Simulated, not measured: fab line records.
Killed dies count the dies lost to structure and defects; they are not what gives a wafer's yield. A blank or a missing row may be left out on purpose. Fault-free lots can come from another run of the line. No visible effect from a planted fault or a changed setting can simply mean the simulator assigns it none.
Split-lot trial -- flow n5Finfet -- on a route of 1938 steps: 7 lots, 21 wafers read

## THE SPLIT
At N5_BEOL_M11_COAT_59 (time 60 s, resist thk 100 nm), the setting spinRpm was moved away from the recipe's 1500 rpm on 8 of the 21 wafers read, by -4.7% to +10.3%. For the rest of the wafers, this setting stayed at what the recipe calls for.

## FROM THE SPLIT TO THE READING: what the file shows between them, 7 steps
- N5_BEOL_M11_COAT_60: time 60 s, resist thk 30 nm
- N5_BEOL_M11_COAT_05: resist thk 90 nm
- N5_BEOL_M11_DESCUM_16: chemistry O2, time 7.9 s
- N5_BEOL_M11_ETCH_61: etches SiARC in CF4, target depth 39 nm, time 65 s
- N5_BEOL_M11_ETCH_62: etches SOC in N2/H2, target depth 110 nm, overetch 22 nm, time 165 s
- N5_BEOL_M11_STRIP_68: strips in N2/H2
- N5_BEOL_M11_STRIP_67: strips in CF4

## THE READING
SOC_of_BEOL_M11_COAT_59.thkNm (the simulator's own value, which no gauge read), in nm, at N5_BEOL_M11_HM_OPEN_17 (chemistry Cl2/BCl3, target TiN, target depth 20 nm, overetch 6 nm). There is no usual value for it anywhere in the file. Average 92.2 nm, standard deviation 0.37 nm, over the 13 wafers here run with the recipe.

wafer,"tool, chamber at the split","spinRpm as run, rpm",against the recipe,"SOC_of_BEOL_M11_COAT_59.thkNm, nm",against lot-mates on the recipe
L074.2,"lithoTrack-01, 0",1500,recipe,92.2,-
L074.4,"lithoTrack-01, 0",1430,-4.7%,94.8,+2.4
L074.6,"lithoTrack-01, 0",1500,recipe,92.6,-
L075.1,"lithoTrack-01, 0",1500,recipe,92.4,-
L075.3,"lithoTrack-01, 0",1500,recipe,92.2,-
L075.4,"lithoTrack-01, 0",1448,-3.5%,94.2,+1.9
L076.1,"lithoTrack-04, 0",1500,recipe,92.6,-
L076.2,"lithoTrack-04, 0",1445,-3.7%,95,+2.1
L076.3,"lithoTrack-04, 0",1500,recipe,93.2,-
L078.1,"lithoTrack-01, 0",1607,+7.1%,88.6,-3.6
L078.5,"lithoTrack-01, 0",1500,recipe,92.2,-
L078.6,"lithoTrack-01, 0",1607,+7.1%,89.2,-3.0
L083.3,"lithoTrack-01, 0",1500,recipe,92,-
L083.6,"lithoTrack-01, 0",1500,recipe,92,-
L083.5,"lithoTrack-01, 0",1500,recipe,91.8,-
L088.2,"lithoTrack-04, 0",1500,recipe,92,-
L088.4,"lithoTrack-04, 0",1500,recipe,92,-
L088.3,"lithoTrack-04, 0",1655,+10.3%,87,-5.0
L090.1,"lithoTrack-04, 0",1500,recipe,91.8,-
L090.3,"lithoTrack-04, 0",1627,+8.5%,88,-3.8
L090.4,"lithoTrack-04, 0",1627,+8.5%,88,-3.8

FIT RESULTS
A straight line over all 21 wafers: SOC_of_BEOL_M11_COAT_59.thkNm changes by -0.515 nm for each +1% of spinRpm; r = -0.99; the points scatter about the line by 0.39 nm.
The same after taking each lot's own level away (the mean of its wafers on the recipe; 21 wafers): -0.477 nm for each +1%; r = -1.00; scatter 0.2 nm.
The reading moves by 4.9 nm for the largest change in spinRpm, on that fit.
Measured against the standard deviation above, the lots' own levels, which go from 91.80 to 92.90 nm, span 2.9 times it.
Hence the lot-to-lot level has little effect on the slope; both slopes agree.
Check: with one of the wafers moved furthest among these (+10.3%) left out of the fit, the line predicts -4.82 nm for it against its lot-mates. Against them it came out at -5 nm.

## THESE WAFERS: OTHER SPLITS
These wafers also went through other splits before the reading. Each is held against what the fit with the lots' levels taken away leaves over:
other split on the same wafers,wafers away from the commonest value,r with SOC_of_BEOL_M11_COAT_59.thkNm (lot level and that fit taken away)
N5_BEOL_M10_EXPOSE_25 doseMj,2,+0.07

## THE WHOLE CHAIN: every reading that the file lists as answering this split, in the file's order
step,what it does,reading,change (the file's fit),r (the file's)
N5_BEOL_M11_COAT_59,"time 60 s, resist thk 100 nm","SOC_of_BEOL_M11_COAT_59.thkNm (the simulator's own value, which no gauge read)",-0.473 nm for each +1% of the setting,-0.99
N5_BEOL_M11_ETCH_62,"etches SOC in N2/H2, target depth 110 nm, overetch 22 nm, time 165 s","etch.depthNm (the simulator's own value, which no gauge read)",-0.474 nm for each +1% of the setting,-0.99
N5_BEOL_M11_HM_OPEN_17,"chemistry Cl2/BCl3, target TiN, target depth 20 nm, overetch 6 nm","SOC_of_BEOL_M11_COAT_59.thkNm (the simulator's own value, which no gauge read)",-0.48 nm for each +1% of the setting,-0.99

## THE FILE'S OWN FIT
SOC_of_BEOL_M11_COAT_59.thkNm changes by -0.48 nm for each +1% of spinRpm, r = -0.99.
